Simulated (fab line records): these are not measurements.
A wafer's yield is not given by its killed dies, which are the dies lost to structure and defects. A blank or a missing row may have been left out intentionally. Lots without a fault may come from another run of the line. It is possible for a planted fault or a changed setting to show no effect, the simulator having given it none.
Chamber matching / flow n5_finfet / rie_diel-05 running N5_ZERO_LAYER_ETCH_17: 4 sister chambers
The step etches SiO2 in CF4, target depth 12 nm, time 13.3 s. 24 wafers are shown with their chamber, then 12 later ones without.

## WAFERS PAIRED WITH THEIR CHAMBERS
wafer=L078.1; chamber=1; showerhead_plenum_p_Torr (Torr)=2.07; throttle_valve_pct (%)=15.96; drypump_motor_current_A (A)=5.7
wafer=L078.2; chamber=0; showerhead_plenum_p_Torr (Torr)=2.26; throttle_valve_pct (%)=15.55; drypump_motor_current_A (A)=5.9
wafer=L078.3; chamber=3; showerhead_plenum_p_Torr (Torr)=2.21; throttle_valve_pct (%)=15.62; drypump_motor_current_A (A)=5.6
wafer=L078.4; chamber=1; showerhead_plenum_p_Torr (Torr)=2.07; throttle_valve_pct (%)=15.95; drypump_motor_current_A (A)=5.7
wafer=L078.5; chamber=3; showerhead_plenum_p_Torr (Torr)=2.21; throttle_valve_pct (%)=15.62; drypump_motor_current_A (A)=5.6
wafer=L078.6; chamber=0; showerhead_plenum_p_Torr (Torr)=2.26; throttle_valve_pct (%)=15.56; drypump_motor_current_A (A)=5.8
wafer=L083.1; chamber=2; showerhead_plenum_p_Torr (Torr)=2.22; throttle_valve_pct (%)=15.65; drypump_motor_current_A (A)=5.6
wafer=L083.2; chamber=0; showerhead_plenum_p_Torr (Torr)=2.26; throttle_valve_pct (%)=15.59; drypump_motor_current_A (A)=5.9
wafer=L083.3; chamber=3; showerhead_plenum_p_Torr (Torr)=2.21; throttle_valve_pct (%)=15.63; drypump_motor_current_A (A)=5.6
wafer=L083.4; chamber=1; showerhead_plenum_p_Torr (Torr)=2.06; throttle_valve_pct (%)=15.96; drypump_motor_current_A (A)=5.7
wafer=L083.5; chamber=0; showerhead_plenum_p_Torr (Torr)=2.26; throttle_valve_pct (%)=15.57; drypump_motor_current_A (A)=5.8
wafer=L083.6; chamber=3; showerhead_plenum_p_Torr (Torr)=2.21; throttle_valve_pct (%)=15.64; drypump_motor_current_A (A)=5.6
wafer=L085.1; chamber=2; showerhead_plenum_p_Torr (Torr)=2.22; throttle_valve_pct (%)=15.63; drypump_motor_current_A (A)=5.6
wafer=L085.2; chamber=1; showerhead_plenum_p_Torr (Torr)=2.06; throttle_valve_pct (%)=15.97; drypump_motor_current_A (A)=5.7
wafer=L085.3; chamber=0; showerhead_plenum_p_Torr (Torr)=2.26; throttle_valve_pct (%)=15.61; drypump_motor_current_A (A)=5.9
wafer=L085.4; chamber=3; showerhead_plenum_p_Torr (Torr)=2.21; throttle_valve_pct (%)=15.66; drypump_motor_current_A (A)=5.6
wafer=L085.5; chamber=0; showerhead_plenum_p_Torr (Torr)=2.26; throttle_valve_pct (%)=15.59; drypump_motor_current_A (A)=5.8
wafer=L085.6; chamber=1; showerhead_plenum_p_Torr (Torr)=2.06; throttle_valve_pct (%)=15.99; drypump_motor_current_A (A)=5.7
wafer=L089.2; chamber=2; showerhead_plenum_p_Torr (Torr)=2.21; throttle_valve_pct (%)=15.67; drypump_motor_current_A (A)=5.6
wafer=L089.3; chamber=3; showerhead_plenum_p_Torr (Torr)=2.21; throttle_valve_pct (%)=15.66; drypump_motor_current_A (A)=5.6
wafer=L089.6; chamber=0; showerhead_plenum_p_Torr (Torr)=2.26; throttle_valve_pct (%)=15.59; drypump_motor_current_A (A)=5.9
wafer=L090.1; chamber=1; showerhead_plenum_p_Torr (Torr)=2.06; throttle_valve_pct (%)=15.98; drypump_motor_current_A (A)=5.7
wafer=L090.2; chamber=0; showerhead_plenum_p_Torr (Torr)=2.26; throttle_valve_pct (%)=15.61; drypump_motor_current_A (A)=5.9
wafer=L090.3; chamber=3; showerhead_plenum_p_Torr (Torr)=2.21; throttle_valve_pct (%)=15.66; drypump_motor_current_A (A)=5.6

SIGNATURES, as means of the wafers listed above
reading=showerhead_plenum_p_Torr; chamber 0=2.2600; chamber 1=2.0633; chamber 2=2.2167; chamber 3=2.2100; scatter within a chamber=0.00316
reading=throttle_valve_pct; chamber 0=15.5838; chamber 1=15.9683; chamber 2=15.6500; chamber 3=15.6414; scatter within a chamber=0.0192
reading=drypump_motor_current_A; chamber 0=5.862; chamber 1=5.700; chamber 2=5.600; chamber 3=5.600; scatter within a chamber=0.0306
Rule: distance of a wafer from a chamber = root of the sum over the readings of ((wafer's reading minus chamber's mean) / reading's scatter) squared. The wafer belongs to the nearest chamber; if the next one is less than 2 further off, it can't be placed. The scatter: the root of (the sum of the squares of (reading less its chamber's mean) over the shown wafers, divided by (wafers less chambers)).

## WAFERS WHOSE CHAMBER IS MISSING
wafer=L091.2; showerhead_plenum_p_Torr (Torr)=2.20; throttle_valve_pct (%)=15.65; drypump_motor_current_A (A)=5.6
wafer=L091.4; showerhead_plenum_p_Torr (Torr)=2.26; throttle_valve_pct (%)=15.60; drypump_motor_current_A (A)=5.9
wafer=L091.5; showerhead_plenum_p_Torr (Torr)=2.26; throttle_valve_pct (%)=15.60; drypump_motor_current_A (A)=5.9
wafer=L093.1; showerhead_plenum_p_Torr (Torr)=2.25; throttle_valve_pct (%)=15.62; drypump_motor_current_A (A)=5.9
wafer=L093.3; showerhead_plenum_p_Torr (Torr)=2.06; throttle_valve_pct (%)=16.01; drypump_motor_current_A (A)=5.7
wafer=L093.5; showerhead_plenum_p_Torr (Torr)=2.20; throttle_valve_pct (%)=15.67; drypump_motor_current_A (A)=5.6
wafer=L094.1; showerhead_plenum_p_Torr (Torr)=2.06; throttle_valve_pct (%)=16.00; drypump_motor_current_A (A)=5.7
wafer=L094.2; showerhead_plenum_p_Torr (Torr)=2.25; throttle_valve_pct (%)=15.61; drypump_motor_current_A (A)=5.9
wafer=L094.5; showerhead_plenum_p_Torr (Torr)=2.21; throttle_valve_pct (%)=15.68; drypump_motor_current_A (A)=5.6
wafer=L095.2; showerhead_plenum_p_Torr (Torr)=2.20; throttle_valve_pct (%)=15.70; drypump_motor_current_A (A)=5.6
wafer=L095.3; showerhead_plenum_p_Torr (Torr)=2.25; throttle_valve_pct (%)=15.61; drypump_motor_current_A (A)=5.8
wafer=L095.5; showerhead_plenum_p_Torr (Torr)=2.25; throttle_valve_pct (%)=15.63; drypump_motor_current_A (A)=5.9

## EACH ONE'S CHAMBER
wafer=L091.2; from the rows above=3; in truth=3
wafer=L091.4; from the rows above=0; in truth=0
wafer=L091.5; from the rows above=0; in truth=0
wafer=L093.1; from the rows above=0; in truth=0
wafer=L093.3; from the rows above=1; in truth=1
wafer=L093.5; from the rows above=can't be placed: 3 or 2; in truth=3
wafer=L094.1; from the rows above=1; in truth=1
wafer=L094.2; from the rows above=0; in truth=0
wafer=L094.5; from the rows above=can't be placed: 3 or 2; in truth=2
wafer=L095.2; from the rows above=can't be placed: 3 or 2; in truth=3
wafer=L095.3; from the rows above=0; in truth=0
wafer=L095.5; from the rows above=0; in truth=0
Correctly placed: 9 of 12. Unplaceable from these rows: 3, with the true chamber sitting among the candidates in 3. 0 placed wrongly.
